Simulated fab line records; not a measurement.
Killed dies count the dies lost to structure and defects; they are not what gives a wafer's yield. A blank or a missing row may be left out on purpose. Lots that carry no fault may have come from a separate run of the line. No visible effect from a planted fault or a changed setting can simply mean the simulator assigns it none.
fab line records	flow n5_finfet
[record] lots = 24	wafers = 72	last_day = 19
route steps=1938 shown BEOL_M9@1457 BEOL_M10@1471
lots with no fault: from the same line, run without faults
start_h: hours from the record's first day to the start of the lot's first wafer shown	wait_h: hours from the lot's prior step to this one	" identical to the entry in the row above	L1.1+2: a row that stands for several wafers	- no value, or no start given	* or withheld: withheld	< > ~ a bound
route shown NAME@n: names a module that has steps shown in the file, with the first one's number in the route	usual: mean/standard deviation taken from wafers without a fault	same: alike in all rows	chamber/n: place in a boat	sites: the reading at each site	_std_site: their standard deviation	_edge_site: mean of outer sites minus mean of inner sites	radius_mm: how far each site lies from the wafer's centre	mask NAME#n: copy n	behind: the tool/chamber that last shaped the wafer	hold: what put the lot on hold/how long, in hours/how the hold closed	device: which transistor (n, p or np) failed to switch	end of line: at the end of the route, the tests of the same wafers	a step with no rows: only its recipe	killed: count of dies lost to structure and defects at first sort (not the wafer's yield)	map: the dies of a wafer, with x for killed, . for not killed, _ for no die there
set.NAME: setting as actually run; set.NAME@STEP: the setting as run at that earlier step	model.NAME: the simulator's own value behind a step, which no gauge read
a sample of lots followed through the steps of the route, with each step as a table and each wafer as a row
services: when a tool's chamber went out of use (start_h, in hours from the record's first day, below 0 if earlier), for how many hours, and the reason
[[steps]]
[step N5_BEOL_M9_PRE_CLEAN_45]
[recipe] gas = H2/He	time_s = 30	temp_c = 250
[usual] heater_power_w = 322/30
lot.wafer	tool	chamber	start_h	wait_h	heater_power_w
L074.1	pvd_sputter-03	-	211.80	0.0	300
L074.3	"	-	"	"	327
L074.5	"	-	"	"	310
L076.1	pvd_sputter-01	-	226.88	0.0	315
L076.4	"	-	"	"	330
L076.6	"	-	"	"	374
L077.1	pvd_sputter-03	-	229.88	0.0	322
L077.4	"	-	"	"	300
L077.6	"	-	"	"	321
L075.2	pvd_sputter-03	-	240.59	0.0	318
L075.4	"	-	"	"	284
L075.6	"	-	"	"	326
L078.2	pvd_sputter-03	-	248.11	0.0	290
L078.4	"	-	"	"	315
L078.6	"	-	"	"	325
L080.1	pvd_sputter-03	-	270.05	0.0	282
L080.3	"	-	"	"	312
L080.5	"	-	"	"	322
L079.2	pvd_sputter-01	-	274.81	0.0	320
L079.3	"	-	"	"	383
L079.5	"	-	"	"	332
L082.1	pvd_sputter-01	-	275.23	0.0	381
L082.4	"	-	"	"	375
L082.5	"	-	"	"	324
L081.1	pvd_sputter-02	-	278.35	0.0	306
L081.2	"	-	"	"	335
L081.6	"	-	"	"	319
L083.2	pvd_sputter-03	-	279.93	0.0	318
L083.4	"	-	"	"	294
L083.6	"	-	"	"	315
L085.2	pvd_sputter-02	-	299.58	0.0	321
L085.5	"	-	"	"	306
L085.6	"	-	"	"	292
L084.2	pvd_sputter-01	-	302.35	0.0	314
L084.5	"	-	"	"	333
L084.6	"	-	"	"	367
L088.2	pvd_sputter-02	-	307.00	0.0	328
L088.3	"	-	"	"	393
L088.4	"	-	"	"	302
L087.2	pvd_sputter-02	-	308.83	0.0	325
L087.3	"	-	"	"	311
L087.6	"	-	"	"	387
L089.1	pvd_sputter-01	-	310.58	0.0	380
L089.4	"	-	"	"	329
L089.6	"	-	"	"	323
L086.1	pvd_sputter-01	-	310.87	0.0	336
L086.3	"	-	"	"	370
L086.5	"	-	"	"	375
L090.3	pvd_sputter-03	-	319.89	0.0	312
L090.4	"	-	"	"	329
L090.6	"	-	"	"	284
L091.2	pvd_sputter-03	-	324.54	0.0	295
L091.5	"	-	"	"	293
L091.6	"	-	"	"	305
L092.3	pvd_sputter-03	-	333.99	0.0	280
L092.5	"	-	"	"	320
L092.6	"	-	"	"	319
L093.2	pvd_sputter-03	-	350.01	0.0	315
L093.3	"	-	"	"	325
L093.4	"	-	"	"	291
L095.2	pvd_sputter-02	-	362.68	0.0	290
L095.5	"	-	"	"	288
L095.6	"	-	"	"	303
L094.3	pvd_sputter-03	-	365.78	0.0	293
L094.5	"	-	"	"	320
L094.6	"	-	"	"	314
L096.1	pvd_sputter-03	-	366.20	0.0	299
L096.2	"	-	"	"	287
L096.5	"	-	"	"	290
L097.3	pvd_sputter-03	-	386.13	0.0	300
L097.4	"	-	"	"	319
L097.5	"	-	"	"	323
[step N5_BEOL_M9_ANNEAL_51]
[recipe] temp_c = 225	time_s = 90	ambient = N2
[usual] wafer_temp_C_max = 225.9/0.34
lot.wafer	tool	chamber	start_h	wait_h	wafer_temp_C_max
L074.1	rtp_anneal-02	0	213.15	0.6	225.6
L074.3	"	0	"	"	225.7
L074.5	"	0	"	"	225.6
L076.1	rtp_anneal-01	0	229.65	0.2	226.1
L076.4	"	0	"	"	226.1
L076.6	"	0	"	"	225.6
L077.1	rtp_anneal-01	0	232.63	0.1	226.5
L077.4	"	0	"	"	226.0
L077.6	"	0	"	"	226.8
L075.2	rtp_anneal-01	0	243.78	0.1	226.0
L075.4	"	0	"	"	226.3
L075.6	"	0	"	"	226.1
L078.2	rtp_anneal-02	0	249.80	0.2	226.1
L078.4	"	0	"	"	225.4
L078.6	"	0	"	"	225.3
L080.1	rtp_anneal-02	0	271.04	0.1	225.8
L080.3	"	0	"	"	225.6
L080.5	"	0	"	"	225.6
L079.2	rtp_anneal-01	0	276.02	0.3	226.6
L079.3	"	0	"	"	225.9
L079.5	"	0	"	"	226.1
L082.1	rtp_anneal-01	0	276.25	0.3	226.4
L082.4	"	0	"	"	226.5
L082.5	"	0	"	"	225.9
L081.1	rtp_anneal-02	0	279.36	0.1	225.4
L081.2	"	0	"	"	225.2
L081.6	"	0	"	"	225.6
L083.2	rtp_anneal-01	0	280.81	0.1	226.6
L083.4	"	0	"	"	226.4
L083.6	"	0	"	"	226.2
L085.2	rtp_anneal-02	0	300.45	0.1	225.8
L085.5	"	0	"	"	225.9
L085.6	"	0	"	"	225.4
L084.2	rtp_anneal-01	0	303.22	0.1	226.6
L084.5	"	0	"	"	226.3
L084.6	"	0	"	"	226.3
L088.2	rtp_anneal-02	0	308.03	0.1	225.8
L088.3	"	0	"	"	225.7
L088.4	"	0	"	"	225.8
L087.2	rtp_anneal-02	0	309.62	0.1	225.6
L087.3	"	0	"	"	225.7
L087.6	"	0	"	"	225.6
L089.1	rtp_anneal-02	0	311.65	0.3	226.0
L089.4	"	0	"	"	225.7
L089.6	"	0	"	"	225.9
L086.1	rtp_anneal-02	0	311.94	0.1	226.0
L086.3	"	0	"	"	225.6
L086.5	"	0	"	"	225.8
L090.3	rtp_anneal-02	0	320.83	0.1	225.9
L090.4	"	0	"	"	226.1
L090.6	"	0	"	"	226.0
L091.2	rtp_anneal-02	0	325.53	0.1	225.8
L091.5	"	0	"	"	225.9
L091.6	"	0	"	"	226.1
L092.3	rtp_anneal-02	0	335.67	0.2	225.9
L092.5	"	0	"	"	225.8
L092.6	"	0	"	"	225.6
L093.2	rtp_anneal-01	0	351.74	0.7	226.1
L093.3	"	0	"	"	225.9
L093.4	"	0	"	"	226.0
L095.2	rtp_anneal-02	0	364.53	0.3	225.7
L095.5	"	0	"	"	225.5
L095.6	"	0	"	"	225.6
L094.3	rtp_anneal-01	0	366.84	0.2	225.9
L094.5	"	0	"	"	226.5
L094.6	"	0	"	"	226.4
L096.1	rtp_anneal-01	0	367.14	0.1	226.0
L096.2	"	0	"	"	226.1
L096.5	"	0	"	"	226.4
L097.3	rtp_anneal-02	0	387.80	0.1	225.7
L097.4	"	0	"	"	225.6
L097.5	"	0	"	"	225.7
[step N5_BEOL_M9_CMP_52]
[recipe] stop_on = SiCOH_lowk	t_overpolish_s = 7	down_force_psi = 1	platen_rpm = 50	clearing_platen_down_force_psi = 1.5	clearing_platen_rpm = 50	post_cmp_clean = cu_alkaline	target_thk_nm = 140	clearing_platen_pad_velocity_m_s = 0.99484	pad_velocity_m_s = 0.99484
[usual] barrier_field_endpoint_s = 29.2/0.79	motor_current_A = 6.1/0.64	overpolish_run_s = 7.000/0.0088	time_to_endpoint_s = 67/3.4
lot.wafer	tool	chamber	start_h	wait_h	barrier_field_endpoint_s	motor_current_A	overpolish_run_s	time_to_endpoint_s
L074.1	cmp-03	3	213.45	0.3	29.3	4.9	6.997	67
L074.3	"	0	"	"	29.3	6.0	7.004	66
L074.5	"	0	"	"	29.2	5.7	6.988	64
L076.1	cmp-01	0	229.96	0.3	29.0	6.9	7.007	64
L076.4	"	1	"	"	31.1	6.2	6.993	72
L076.6	"	1	"	"	30.2	6.3	7.001	68
L077.1	cmp-03	1	233.43	0.8	30.6	6.5	7.005	72
L077.4	"	0	"	"	30.0	5.9	6.993	68
L077.6	"	2	"	"	29.2	6.1	7.002	65
L075.2	cmp-02	1	244.07	0.2	28.9	6.2	7.003	67
L075.4	"	2	"	"	28.3	6.0	7.006	62
L075.6	"	1	"	"	29.4	6.4	6.985	67
L078.4	cmp-01	0	250.05	0.1	29.0	6.5	6.990	69
L078.2	"	3	"	"	28.1	5.6	6.995	66
L078.6	"	1	"	"	29.6	6.5	7.008	67
L080.1	cmp-01	3	271.41	0.3	28.6	5.4	6.996	65
L080.3	"	0	"	"	28.9	6.3	6.991	65
L080.5	"	2	"	"	29.0	5.5	7.004	62
L079.2	cmp-03	1	276.31	0.2	29.4	6.2	6.991	68
L079.3	"	3	"	"	29.4	5.3	6.994	69
L079.5	"	1	"	"	30.0	5.9	7.002	69
L082.1	cmp-02	1	276.54	0.3	29.6	6.6	7.016	70
L082.4	"	0	"	"	29.6	7.8	7.006	72
L082.5	"	1	"	"	29.7	6.7	6.987	73
L081.1	cmp-03	3	280.00	0.6	28.7	4.9	7.015	67
L081.2	"	0	"	"	28.1	6.0	6.993	62
L081.6	"	1	"	"	29.3	6.3	7.008	68
L083.4	cmp-03	2	281.10	0.2	29.4	6.3	7.007	66
L083.2	"	3	"	"	30.0	4.9	6.997	68
L083.6	"	1	"	"	30.1	6.9	7.006	69
L085.2	cmp-03	1	300.77	0.3	29.8	6.6	7.001	68
L085.5	"	3	"	"	29.8	4.8	6.994	66
L085.6	"	0	"	"	29.6	5.7	7.010	66
L084.2	cmp-02	3	303.51	0.2	30.1	5.6	6.997	71
L084.5	"	2	"	"	29.5	6.2	7.010	65
L084.6	"	3	"	"	30.7	6.0	6.999	68
L088.2	cmp-02	0	308.28	0.2	28.7	7.9	7.012	67
L088.4	"	1	"	"	29.5	6.4	6.998	70
L088.3	"	3	"	"	29.3	6.1	7.003	71
L087.2	cmp-03	2	309.94	0.3	27.9	6.5	6.990	59
L087.3	"	3	"	"	29.1	5.0	7.005	65
L087.6	"	0	"	"	29.0	5.8	7.001	64
L089.1	cmp-03	3	311.96	0.3	28.8	5.1	7.007	65
L089.4	"	2	"	"	28.4	6.2	7.009	61
L089.6	"	0	"	"	29.0	6.0	6.986	62
L086.3	cmp-01	0	312.29	0.2	29.4	6.4	7.010	72
L086.1	"	1	"	"	30.9	6.2	6.999	76
L086.5	"	0	"	"	30.7	6.5	6.994	71
L090.4	cmp-02	3	321.04	0.1	29.9	5.7	7.000	69
L090.3	"	2	"	"	28.6	6.0	7.003	63
L090.6	"	3	"	"	30.2	6.1	7.015	69
L091.2	cmp-03	3	325.86	0.3	28.0	5.1	6.999	64
L091.5	"	1	"	"	29.5	6.0	7.003	70
L091.6	"	2	"	"	28.1	6.1	6.989	62
L092.3	cmp-03	1	335.95	0.2	28.3	6.6	7.007	65
L092.6	"	3	"	"	27.8	5.2	7.011	64
L092.5	"	0	"	"	28.0	6.1	6.990	63
L093.2	cmp-03	0	352.02	0.2	28.6	5.8	6.995	62
L093.4	"	1	"	"	29.9	6.4	6.995	66
L093.3	"	2	"	"	28.4	5.9	6.999	63
L095.2	cmp-02	2	364.86	0.3	28.8	6.1	6.996	65
L095.6	"	0	"	"	30.1	7.4	6.980	67
L095.5	"	1	"	"	30.2	6.5	6.990	68
L094.3	cmp-02	3	367.18	0.3	30.1	5.9	7.022	71
L094.6	"	0	"	"	29.8	7.3	7.002	70
L094.5	"	1	"	"	30.5	6.7	6.999	72
L096.1	cmp-03	2	367.52	0.3	28.6	6.3	7.000	66
L096.2	"	3	"	"	29.2	4.9	6.989	64
L096.5	"	0	"	"	29.6	6.3	7.000	64
L097.4	cmp-03	0	388.01	0.1	27.4	5.9	6.988	62
L097.3	"	1	"	"	29.1	6.7	6.996	70
L097.5	"	1	"	"	29.4	6.2	7.015	69
[step N5_BEOL_M10_CURE_71]
[recipe] temp_c = 385	time_s = 240	ambient = He/Ar	material = SiCOH_lowk
[usual] lamp_power_pct = 52.32/0.059	wafer_temp_C_max = 386.6/0.48
lot.wafer	tool	chamber	start_h	wait_h	lamp_power_pct	wafer_temp_C_max
L074.1	uv_cure-01	1	215.93	2.0	52.30	386.2
L074.3	"	1	"	"	52.28	386.0
L074.5	"	1	"	"	52.34	386.1
L076.1	uv_cure-03	2	231.14	0.6	52.35	386.5
L076.4	"	2	"	"	52.35	386.5
L076.6	"	2	"	"	52.29	386.5
L077.1	uv_cure-03	0	234.00	0.0	52.20	386.8
L077.4	"	0	"	"	52.37	387.0
L077.6	"	0	"	"	52.32	386.8
L075.2	uv_cure-03	1	244.68	0.1	52.23	387.4
L075.4	"	1	"	"	52.36	387.4
L075.6	"	1	"	"	52.31	387.1
L078.2	uv_cure-02	1	250.70	0.1	52.34	386.7
L078.4	"	1	"	"	52.29	386.4
L078.6	"	1	"	"	52.26	386.2
L080.1	uv_cure-02	2	271.93	0.1	52.32	385.9
L080.3	"	2	"	"	52.28	386.3
L080.5	"	2	"	"	52.22	386.0
L079.2	uv_cure-02	1	277.03	0.2	52.38	386.0
L079.3	"	1	"	"	52.31	386.4
L079.5	"	1	"	"	52.29	386.7
L082.1	uv_cure-03	0	277.14	0.1	52.30	386.7
L082.4	"	0	"	"	52.23	386.3
L082.5	"	0	"	"	52.32	386.3
L081.1	uv_cure-01	2	280.53	0.1	52.37	386.7
L081.2	"	2	"	"	52.30	386.4
L081.6	"	2	"	"	52.41	387.1
L083.2	uv_cure-03	0	281.77	0.2	52.31	386.6
L083.4	"	0	"	"	52.27	386.3
L083.6	"	0	"	"	52.31	386.3
L085.2	uv_cure-02	2	301.35	0.1	52.35	386.1
L085.5	"	2	"	"	52.41	385.9
L085.6	"	2	"	"	52.33	386.3
L084.2	uv_cure-02	1	304.30	0.3	52.33	386.5
L084.5	"	1	"	"	52.30	386.1
L084.6	"	1	"	"	52.47	386.7
L088.2	uv_cure-01	0	309.26	0.4	52.33	386.7
L088.3	"	0	"	"	52.19	386.7
L088.4	"	0	"	"	52.32	386.8
L087.2	uv_cure-02	1	310.89	0.5	52.42	386.0
L087.3	"	1	"	"	52.31	386.9
L087.6	"	1	"	"	52.33	386.5
L089.1	uv_cure-02	2	312.56	0.0	52.37	386.2
L089.4	"	2	"	"	52.33	385.8
L089.6	"	2	"	"	52.20	386.3
L086.1	uv_cure-02	0	313.04	0.3	52.24	387.4
L086.3	"	0	"	"	52.31	386.7
L086.5	"	0	"	"	52.35	387.3
L090.3	uv_cure-01	1	321.77	0.2	52.42	386.1
L090.4	"	1	"	"	52.38	385.7
L090.6	"	1	"	"	52.31	386.2
L091.2	uv_cure-03	1	326.46	0.2	52.28	387.3
L091.5	"	1	"	"	52.24	387.3
L091.6	"	1	"	"	52.29	386.6
L092.3	uv_cure-02	0	336.61	0.2	52.23	386.7
L092.5	"	0	"	"	52.20	387.2
L092.6	"	0	"	"	52.27	387.6
L093.2	uv_cure-03	2	352.70	0.1	52.29	386.1
L093.3	"	2	"	"	52.39	386.4
L093.4	"	2	"	"	52.36	385.6
L095.2	uv_cure-02	0	365.76	0.4	52.39	387.5
L095.5	"	0	"	"	52.26	387.4
L095.6	"	0	"	"	52.30	387.0
L094.3	uv_cure-02	1	367.79	0.2	52.36	386.3
L094.5	"	1	"	"	52.30	386.5
L094.6	"	1	"	"	52.34	386.3
L096.1	uv_cure-03	0	368.05	0.0	52.31	387.2
L096.2	"	0	"	"	52.21	386.6
L096.5	"	0	"	"	52.36	387.0
L097.3	uv_cure-02	1	388.74	0.2	52.49	386.5
L097.4	"	1	"	"	52.31	386.6
L097.5	"	1	"	"	52.25	386.3
[step N5_BEOL_M10_HM_DEP_02]
[recipe] material = TiN	target_thk_a = 200	temp_c = 25	chamber_pressure_pa = 0.49996
[usual] substrate_temp_c = 25.01/0.1	throttle_valve_pct = 29.8/1.1
lot.wafer	tool	chamber	start_h	wait_h	substrate_temp_c	throttle_valve_pct
L074.1	pvd_sputter-01	-	216.95	0.4	24.87	30.2
L074.3	"	-	"	"	24.97	30.1
L074.5	"	-	"	"	24.86	30.0
L076.1	pvd_sputter-01	-	233.14	1.4	25.02	26.6
L076.4	"	-	"	"	24.87	30.1
L076.6	"	-	"	"	24.93	30.2
L077.1	pvd_sputter-02	-	235.02	0.5	24.85	31.6
L077.4	"	-	"	"	25.01	29.6
L077.6	"	-	"	"	24.80	31.6
L075.2	pvd_sputter-03	-	247.47	2.3	25.05	29.1
L075.4	"	-	"	"	24.86	28.5
L075.6	"	-	"	"	25.03	31.0
L078.2	pvd_sputter-02	-	251.37	0.2	24.85	29.7
L078.4	"	-	"	"	24.92	31.7
L078.6	"	-	"	"	25.06	29.8
L080.1	pvd_sputter-01	-	274.31	1.3	24.97	29.9
L080.3	"	-	"	"	24.97	27.0
L080.5	"	-	"	"	25.17	30.2
L082.1	pvd_sputter-02	-	278.67	1.0	24.84	29.5
L082.4	"	-	"	"	24.85	28.8
L082.5	"	-	"	"	24.89	29.7
L079.2	pvd_sputter-02	-	279.02	1.1	24.93	29.6
L079.3	"	-	"	"	25.09	29.4
L079.5	"	-	"	"	25.23	29.5
L081.1	pvd_sputter-02	-	281.27	0.2	25.08	29.4
L081.2	"	-	"	"	24.99	29.4
L081.6	"	-	"	"	25.11	31.5
L083.2	pvd_sputter-01	-	283.72	1.5	25.05	30.1
L083.4	"	-	"	"	24.90	27.0
L083.6	"	-	"	"	25.07	30.2
L085.2	pvd_sputter-02	-	301.91	0.1	24.99	29.8
L085.5	"	-	"	"	25.05	31.4
L085.6	"	-	"	"	24.99	29.8
L084.2	pvd_sputter-02	-	305.61	0.8	25.14	31.7
L084.5	"	-	"	"	25.21	29.5
L084.6	"	-	"	"	24.98	29.5
L088.2	pvd_sputter-02	-	310.43	0.3	25.07	29.6
L088.3	"	-	"	"	25.04	31.4
L088.4	"	-	"	"	24.85	29.4
L087.2	pvd_sputter-01	-	311.61	0.2	25.09	30.0
L087.3	"	-	"	"	24.93	26.8
L087.6	"	-	"	"	25.15	30.3
L089.1	pvd_sputter-01	-	315.07	1.9	25.13	30.2
L089.4	"	-	"	"	24.99	30.0
L089.6	"	-	"	"	25.01	30.0
L086.1	pvd_sputter-01	-	315.27	1.7	25.00	30.2
L086.3	"	-	"	"	24.90	29.9
L086.5	"	-	"	"	25.00	30.2
L090.3	pvd_sputter-03	-	324.00	1.8	25.19	28.3
L090.4	"	-	"	"	25.05	29.1
L090.6	"	-	"	"	24.90	30.1
L091.2	pvd_sputter-02	-	327.74	0.8	25.18	31.4
L091.5	"	-	"	"	24.97	29.6
L091.6	"	-	"	"	25.07	31.6
L092.3	pvd_sputter-03	-	339.31	2.3	25.17	30.9
L092.5	"	-	"	"	24.95	30.2
L092.6	"	-	"	"	24.98	29.0
L093.2	pvd_sputter-02	-	353.86	0.7	25.17	29.5
L093.3	"	-	"	"	25.00	31.5
L093.4	"	-	"	"	25.04	29.3
L095.2	pvd_sputter-03	-	366.80	0.6	24.95	30.3
L095.5	"	-	"	"	24.99	31.0
L095.6	"	-	"	"	24.96	30.2
L094.3	pvd_sputter-03	-	368.92	0.7	24.87	28.5
L094.5	"	-	"	"	24.95	31.0
L094.6	"	-	"	"	24.81	28.3
L096.1	pvd_sputter-01	-	370.07	1.5	25.07	27.0
L096.2	"	-	"	"	25.06	30.2
L096.5	"	-	"	"	25.03	30.1
L097.3	pvd_sputter-03	-	391.35	2.2	24.96	31.1
L097.4	"	-	"	"	25.06	28.3
L097.5	"	-	"	"	24.90	29.2
[step N5_BEOL_M10_OVL_MEAS_29]
[recipe] points_per_wafer = 44
[usual] V9_OVL = -0.3/0.72
lot.wafer	tool	chamber	start_h	wait_h	V9_OVL[nm]
L074.1	overlay-01	0	218.94	0.0	-0.5
L074.3	"	0	"	"	-0.4
L074.5	"	0	"	"	0.9
L077.1	overlay-02	0	237.94	0.0	0.2
L077.4	"	0	"	"	-0.4
L077.6	"	0	"	"	-0.8
L076.1	overlay-01	0	238.11	0.0	-1.9
L076.4	"	0	"	"	-0.8
L076.6	"	0	"	"	-1.2
L075.2	overlay-01	0	249.79	0.0	-0.7
L075.4	"	0	"	"	0.1
L075.6	"	0	"	"	0.6
L078.2	overlay-02	0	253.67	0.0	-0.3
L078.4	"	0	"	"	-0.7
L078.6	"	0	"	"	-0.7
L080.1	overlay-01	0	278.54	0.0	0.8
L080.3	"	0	"	"	0.2
L080.5	"	0	"	"	-0.7
L082.1	overlay-02	0	280.07	0.0	-0.9
L082.4	"	0	"	"	-1.3
L082.5	"	0	"	"	0.3
L079.2	overlay-02	0	280.48	0.0	-0.3
L079.3	"	0	"	"	-0.8
L079.5	"	0	"	"	-1.3
L081.1	overlay-01	0	283.01	0.0	-1.1
L081.2	"	0	"	"	-0.4
L081.6	"	0	"	"	-1.3
L083.2	overlay-01	0	285.87	0.0	0.6
L083.4	"	0	"	"	-1.2
L083.6	"	0	"	"	-1.2
L085.2	overlay-01	0	307.79	0.0	0.5
L085.5	"	0	"	"	0.1
L085.6	"	0	"	"	-0.9
L084.2	overlay-02	0	307.96	0.0	0.4
L084.5	"	0	"	"	-0.8
L084.6	"	0	"	"	-0.3
L087.2	overlay-02	0	315.01	0.0	-0.1
L087.3	"	0	"	"	-0.4
L087.6	"	0	"	"	-0.4
L088.2	overlay-01	0	315.18	0.0	0.0
L088.3	"	0	"	"	1.2
L088.4	"	0	"	"	-1.4
L089.1	overlay-01	0	318.63	0.0	0.1
L089.4	"	0	"	"	-0.3
L089.6	"	0	"	"	0.5
L086.1	overlay-02	0	318.79	0.0	-0.6
L086.3	"	0	"	"	0.6
L086.5	"	0	"	"	0.7
L090.3	overlay-02	0	325.48	0.0	-0.4
L090.4	"	0	"	"	-1.5
L090.6	"	0	"	"	-1.9
L091.2	overlay-01	0	332.91	0.0	0.1
L091.5	"	0	"	"	-0.2
L091.6	"	0	"	"	-0.2
L092.3	overlay-02	0	341.54	0.0	0.3
L092.5	"	0	"	"	-0.7
L092.6	"	0	"	"	-0.5
L093.2	overlay-02	0	357.48	0.0	1.1
L093.3	"	0	"	"	-0.7
L093.4	"	0	"	"	-1.3
L095.2	overlay-02	0	369.97	0.0	0.5
L095.5	"	0	"	"	-0.2
L095.6	"	0	"	"	0.4
L094.3	overlay-02	0	370.79	0.0	0.5
L094.5	"	0	"	"	0.5
L094.6	"	0	"	"	0.3
L096.1	overlay-01	0	374.14	0.0	0.5
L096.2	"	0	"	"	-0.1
L096.5	"	0	"	"	-0.3
L097.3	overlay-01	0	393.86	0.0	-0.3
L097.4	"	0	"	"	-0.5
L097.5	"	0	"	"	-0.2
[[services]]
tool	chamber	start_h	hours	kind
cmp-01	-	197.60	4.0	pm
cmp-01	-	206.87	0.6	repair
cmp-02	-	207.76	20.2	pm
uv_cure-02	-	219.29	5.2	repair
uv_cure-03	-	219.56	0.6	repair
cmp-03	-	222.93	2.0	repair
uv_cure-01	-	228.44	7.5	pm
uv_cure-02	-	228.80	7.5	pm
cmp-01	-	232.37	3.3	pm
cmp-03	-	239.45	2.6	repair
cmp-03	-	256.88	0.8	repair
uv_cure-03	-	257.37	1.0	pm
uv_cure-01	-	263.48	1.6	repair
cmp-03	-	265.70	3.4	pm
uv_cure-02	-	277.83	1.0	pm
cmp-02	-	282.50	0.3	repair
cmp-02	-	297.28	0.4	repair
uv_cure-03	-	302.85	2.1	pm
uv_cure-03	-	305.90	7.5	pm
cmp-02	-	312.73	1.5	repair
cmp-03	-	318.99	4.0	pm
uv_cure-03	-	334.19	3.4	pm
cmp-02	-	354.62	1.5	repair
uv_cure-02	-	382.09	2.1	pm
[[key]]
fault none
